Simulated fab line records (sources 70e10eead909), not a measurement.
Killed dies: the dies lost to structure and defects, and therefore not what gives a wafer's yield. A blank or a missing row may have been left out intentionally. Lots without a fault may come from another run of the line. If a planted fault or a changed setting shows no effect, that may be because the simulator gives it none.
What tool caused it? / flow nandHarc / Sampling: 11 lots, 33 wafers, 6 of 1302 route steps

== WHAT THE GAUGES SHOWED, per wafer ==
NHARC_A_M0_CD_MEAS_09 targets a cd of 80 nm. Usual: cdNm at 80.1 nm, with a standard deviation of 0.61.
lot=L887; measured=day 23 15:49; on=cdSem-02; cdNm (nm)=79.5 79.8 80.0; flag=
lot=L889; measured=day 24 06:53; on=cdSem-01; cdNm (nm)=79.4 79.6 79.9; flag=
lot=L886; measured=day 24 13:11; on=cdSem-02; cdNm (nm)=79.4 79.6 80.0; flag=
lot=L891; measured=day 25 21:08; on=cdSem-02; cdNm (nm)=79.4 79.6 80.3; flag=
lot=L893; measured=day 26 19:04; on=cdSem-03; cdNm (nm)=81.4 80.4 81.0; flag=
lot=L897; measured=day 28 02:01; on=cdSem-02; cdNm (nm)=79.1 79.4 79.2; flag=
lot=L900; measured=day 30 08:14; on=cdSem-02; cdNm (nm)=107.3 107.7 107.1; flag=OFF
lot=L902; measured=day 30 15:34; on=cdSem-01; cdNm (nm)=104.0 103.5 103.8; flag=OFF
lot=L905; measured=day 30 22:27; on=cdSem-02; cdNm (nm)=80.5 80.1 80.8; flag=
lot=L906; measured=day 31 13:18; on=cdSem-03; cdNm (nm)=80.8 80.8 80.2; flag=
lot=L907; measured=day 32 04:13; on=cdSem-01; cdNm (nm)=80.7 80.4 80.4; flag=

NHARC_A_M0_OVL_MEAS_10: pitch 160 nm. Usual: overlayXNm -0.3 nm, standard deviation 0.53; overlayYNm 0.2 nm, standard deviation 0.9.
lot=L887; measured=day 23 15:53; on=overlay-01; overlayXNm (nm)=0.2 0.8 -0.4; overlayYNm (nm)=-2.0 -1.2 -1.1; flag=
lot=L889; measured=day 24 06:58; on=overlay-01; overlayXNm (nm)=0.2 0.3 0.3; overlayYNm (nm)=0.6 0.9 1.0; flag=
lot=L886; measured=day 24 13:16; on=overlay-01; overlayXNm (nm)=-1.0 -0.4 -1.1; overlayYNm (nm)=1.1 0.9 1.1; flag=
lot=L891; measured=day 25 21:14; on=overlay-02; overlayXNm (nm)=0.2 -0.5 0.3; overlayYNm (nm)=0.0 0.3 0.0; flag=
lot=L893; measured=day 26 19:09; on=overlay-02; overlayXNm (nm)=-0.5 -1.2 -0.5; overlayYNm (nm)=0.5 0.1 -0.2; flag=
lot=L897; measured=day 28 02:06; on=overlay-02; overlayXNm (nm)=0.1 0.2 -0.1; overlayYNm (nm)=-0.8 -0.1 -1.2; flag=
lot=L900; measured=day 30 08:19; on=overlay-01; overlayXNm (nm)=-0.8 -0.7 -1.0; overlayYNm (nm)=1.0 0.8 0.7; flag=
lot=L902; measured=day 30 15:38; on=overlay-01; overlayXNm (nm)=0.1 0.6 0.1; overlayYNm (nm)=-0.2 -0.5 -0.3; flag=
lot=L905; measured=day 30 22:32; on=overlay-01; overlayXNm (nm)=0.2 -0.5 0.1; overlayYNm (nm)=1.0 0.9 1.1; flag=
lot=L906; measured=day 31 13:23; on=overlay-01; overlayXNm (nm)=0.1 0.1 0.0; overlayYNm (nm)=-0.1 -0.6 0.2; flag=
lot=L907; measured=day 32 04:18; on=overlay-02; overlayXNm (nm)=-0.7 -0.4 -0.7; overlayYNm (nm)=1.6 1.4 1.5; flag=

NHARC_A_M0_INSPECT_11. Usual: rawDefectCount at 81, with a standard deviation of 31.
lot=L887; measured=day 23 15:56; on=defectInspect-01; rawDefectCount=72 66 75; flag=
lot=L889; measured=day 24 07:00; on=defectInspect-01; rawDefectCount=155 141 148; flag=
lot=L886; measured=day 24 13:18; on=defectInspect-02; rawDefectCount=72 70 77; flag=
lot=L891; measured=day 25 21:16; on=defectInspect-02; rawDefectCount=108 118 104; flag=
lot=L893; measured=day 26 19:11; on=defectInspect-01; rawDefectCount=35 24 30; flag=
lot=L897; measured=day 28 02:08; on=defectInspect-02; rawDefectCount=52 53 56; flag=
lot=L900; measured=day 30 08:22; on=defectInspect-01; rawDefectCount=55 57 49; flag=
lot=L902; measured=day 30 15:41; on=defectInspect-02; rawDefectCount=106 104 96; flag=
lot=L905; measured=day 30 22:34; on=defectInspect-02; rawDefectCount=67 68 71; flag=
lot=L906; measured=day 31 13:25; on=defectInspect-02; rawDefectCount=74 91 88; flag=
lot=L907; measured=day 32 04:20; on=defectInspect-01; rawDefectCount=66 77 70; flag=

NHARC_END_SORT_01. Usual: defectLimitedYield 91.5 %, standard deviation 2.4; killedAtArray 52, standard deviation 16; killedAtOther 0.8, standard deviation 1.1; killedAtPeriphery 4.2, standard deviation 2.5; killedDies 57, standard deviation 16; killedOpen 3.4, standard deviation 2; killedShort 2.6, standard deviation 1.6; sort_bin_2_pct 3.0 %, standard deviation 1.1; sort_bin_3_pct 0.6 %, standard deviation 0.31; sort_bin_4_pct 4.8 %, standard deviation 1.4; sortNPass 620, standard deviation 16; sortRimYieldPct 90 %, standard deviation 4.8; sortYieldPct 91.5 %, standard deviation 2.4.
lot=L902; measured=day 32 08:45; on=prober-02; defectLimitedYield (%)=88.2 87.9; killedAtArray=74 70; killedAtOther=1 0; killedAtPeriphery=5 12; killedDies=80 82; killedOpen=3 5; killedShort=0 2; sort_bin_2_pct (%)=4.9 3.7; sort_bin_3_pct (%)=0.7 1.2; sort_bin_4_pct (%)=6.2 7.2; sortNPass=597 595; sortRimYieldPct (%)=89 90; sortYieldPct (%)=88.2 87.9; flag=

== EACH LOT AND THE TOOL THAT RAN IT (in order: tool; ch and the chambers of the sampled wafers; start) ==
lot=L887; NHARC_A_BLC_STRIP_29=rieDiel-11 ch 0,3, day 23 13:06; NHARC_A_M0_EXPOSE_06=arfiScanner-01 ch 0, day 23 15:40
lot=L889; NHARC_A_BLC_STRIP_29=rieDiel-06 ch 0,2,3, day 24 04:13; NHARC_A_M0_EXPOSE_06=arfiScanner-01 ch 0, day 24 06:45
lot=L886; NHARC_A_BLC_STRIP_29=rieDiel-11 ch 0,2,3, day 24 10:16; NHARC_A_M0_EXPOSE_06=arfiScanner-03 ch 0, day 24 13:02
lot=L891; NHARC_A_BLC_STRIP_29=rieDiel-11 ch 2,3, day 25 18:18; NHARC_A_M0_EXPOSE_06=arfiScanner-02 ch 0, day 25 21:00
lot=L893; NHARC_A_BLC_STRIP_29=rieDiel-09 ch 0,1, day 26 16:20; NHARC_A_M0_EXPOSE_06=arfiScanner-02 ch 0, day 26 18:56
lot=L897; NHARC_A_BLC_STRIP_29=rieDiel-06 ch 0,1,2, day 27 23:12; NHARC_A_M0_EXPOSE_06=arfiScanner-03 ch 0, day 28 01:53
lot=L900; NHARC_A_BLC_STRIP_29=rieDiel-06 ch 0,1, day 30 05:17; NHARC_A_M0_EXPOSE_06=arfiScanner-03 ch 0, day 30 08:07
lot=L902; NHARC_A_BLC_STRIP_29=rieDiel-11 ch 1,2, day 30 12:52; NHARC_A_M0_EXPOSE_06=arfiScanner-03 ch 0, day 30 15:25
lot=L905; NHARC_A_BLC_STRIP_29=rieDiel-06 ch 0,2, day 30 19:37; NHARC_A_M0_EXPOSE_06=arfiScanner-02 ch 0, day 30 22:18
lot=L906; NHARC_A_BLC_STRIP_29=rieDiel-06 ch 0,3, day 31 10:35; NHARC_A_M0_EXPOSE_06=arfiScanner-02 ch 0, day 31 13:10
lot=L907; NHARC_A_BLC_STRIP_29=rieDiel-09 ch 1,3, day 32 01:22; NHARC_A_M0_EXPOSE_06=arfiScanner-01 ch 0, day 32 04:04
- NHARC_A_BLC_STRIP_29: strips in CF4.
- NHARC_A_M0_EXPOSE_06: exposes mask A M0, target cd 80 nm.

== WHAT THE TOOLS THEMSELVES READ (means of the sampled wafers that have a number; where no wafer has one, the mark that the record gives instead) ==
NHARC_A_BLC_STRIP_29. Usual: drypumpMotorCurrentA 5.7 A, standard deviation 0.46; oesProductAu 0.999 a.u., standard deviation 0.0073; rfVppV 59.4 V, standard deviation 0.92; showerheadPlenumPTorr 1.77 Torr, standard deviation 0.071; throttleValvePct 13.284 %, standard deviation 0.0094.
lot=L887; tool=rieDiel-11; drypumpMotorCurrentA (A)=5.4; oesProductAu (a.u.)=1.006; rfVppV (V)=59.1; showerheadPlenumPTorr (Torr)=1.81; throttleValvePct (%)=13.280; flag=
lot=L889; tool=rieDiel-06; drypumpMotorCurrentA (A)=5.3; oesProductAu (a.u.)=1.003; rfVppV (V)=59.0; showerheadPlenumPTorr (Torr)=1.78; throttleValvePct (%)=13.286; flag=
lot=L886; tool=rieDiel-11; drypumpMotorCurrentA (A)=5.8; oesProductAu (a.u.)=1.005; rfVppV (V)=58.5; showerheadPlenumPTorr (Torr)=1.74; throttleValvePct (%)=13.287; flag=
lot=L891; tool=rieDiel-11; drypumpMotorCurrentA (A)=5.7; oesProductAu (a.u.)=1.000; rfVppV (V)=59.4; showerheadPlenumPTorr (Torr)=1.79; throttleValvePct (%)=13.282; flag=
lot=L893; tool=rieDiel-09; drypumpMotorCurrentA (A)=5.3; oesProductAu (a.u.)=0.998; rfVppV (V)=59.5; showerheadPlenumPTorr (Torr)=1.79; throttleValvePct (%)=13.287; flag=
lot=L897; tool=rieDiel-06; drypumpMotorCurrentA (A)=5.3; oesProductAu (a.u.)=1.001; rfVppV (V)=59.9; showerheadPlenumPTorr (Torr)=1.81; throttleValvePct (%)=13.275; flag=
lot=L900; tool=rieDiel-06; drypumpMotorCurrentA (A)=5.4; oesProductAu (a.u.)=1.010; rfVppV (V)=59.9; showerheadPlenumPTorr (Torr)=1.78; throttleValvePct (%)=13.286; flag=
lot=L902; tool=rieDiel-11; drypumpMotorCurrentA (A)=6.3; oesProductAu (a.u.)=0.992; rfVppV (V)=59.2; showerheadPlenumPTorr (Torr)=1.68; throttleValvePct (%)=13.279; flag=
lot=L905; tool=rieDiel-06; drypumpMotorCurrentA (A)=5.2; oesProductAu (a.u.)=1.004; rfVppV (V)=59.2; showerheadPlenumPTorr (Torr)=1.80; throttleValvePct (%)=13.289; flag=
lot=L906; tool=rieDiel-06; drypumpMotorCurrentA (A)=5.6; oesProductAu (a.u.)=0.998; rfVppV (V)=58.8; showerheadPlenumPTorr (Torr)=1.73; throttleValvePct (%)=13.283; flag=
lot=L907; tool=rieDiel-09; drypumpMotorCurrentA (A)=5.8; oesProductAu (a.u.)=1.007; rfVppV (V)=59.5; showerheadPlenumPTorr (Torr)=1.86; throttleValvePct (%)=13.287; flag=

NHARC_A_M0_EXPOSE_06. Usual: exposureDoseMJCm2 83.12, standard deviation 0.091; reticleTempC 23.00 C, standard deviation 0.11.
lot=L887; tool=arfiScanner-01; exposureDoseMJCm2=83.26; reticleTempC (C)=23.10; flag=
lot=L889; tool=arfiScanner-01; exposureDoseMJCm2=83.21; reticleTempC (C)=22.86; flag=
lot=L886; tool=arfiScanner-03; exposureDoseMJCm2=83.21; reticleTempC (C)=23.10; flag=
lot=L891; tool=arfiScanner-02; exposureDoseMJCm2=83.09; reticleTempC (C)=22.91; flag=
lot=L893; tool=arfiScanner-02; exposureDoseMJCm2=83.05; reticleTempC (C)=22.99; flag=
lot=L897; tool=arfiScanner-03; exposureDoseMJCm2=83.02; reticleTempC (C)=23.02; flag=
lot=L900; tool=arfiScanner-03; exposureDoseMJCm2=127.83; reticleTempC (C)=23.06; flag=OFF
lot=L902; tool=arfiScanner-03; exposureDoseMJCm2=119.44; reticleTempC (C)=22.94; flag=OFF
lot=L905; tool=arfiScanner-02; exposureDoseMJCm2=83.10; reticleTempC (C)=22.92; flag=
lot=L906; tool=arfiScanner-02; exposureDoseMJCm2=83.02; reticleTempC (C)=23.05; flag=
lot=L907; tool=arfiScanner-01; exposureDoseMJCm2=83.14; reticleTempC (C)=23.16; flag=

== THE ANSWER, worked out from the rows above alone ==
Rule: a lot counts as off when the mean over its wafers that have a number is more than 3 standard deviations away from the usual mean. Also off: a lot with no number at a reading for which 4 or more lots have one. The other lots that the step has rows for count as sound. The gauges are gone through in route order, then the tools' own readings, and for those a lot's mean is taken as printed above. The first step at which some lot is off is used, and at that step the reading that is off furthest; a lot without a number counts as furthest.
Off, at NHARC_A_M0_CD_MEAS_09 on cdNm: L900, L902.
A tool fits if, at a process step before that reading, it ran every lot that is off, and no sound lot after the first of them. Not tried: the gauges at NHARC_A_M0_CD_MEAS_09; whatever is off there is also off at NHARC_A_M0_EXPOSE_06, on other tools, and gauge error can't account for it. One candidate fits, namely arfiScanner-03 at NHARC_A_M0_EXPOSE_06. Its last sound lot is L897 (day 28 01:53), its first lot that is off L900 (day 30 08:07): a fault that began between those two fits.
On the lots that are off, the tool's own readings at NHARC_A_M0_EXPOSE_06 differ by more than 5 times the standard deviation of the sound lots' means, which bears it out; exposureDoseMJCm2 reads 123.63 there versus 83.12 on the sound lots.

== WHAT HAD BEEN PUT IN BY THE SIMULATOR ==
Process parameters drifting: arfiScanner-03 at NHARC_A_M0_EXPOSE_06, beginning at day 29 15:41. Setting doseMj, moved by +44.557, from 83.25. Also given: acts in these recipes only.
Shown lots that were struck: L900, L902. The rule above reached the same finding.
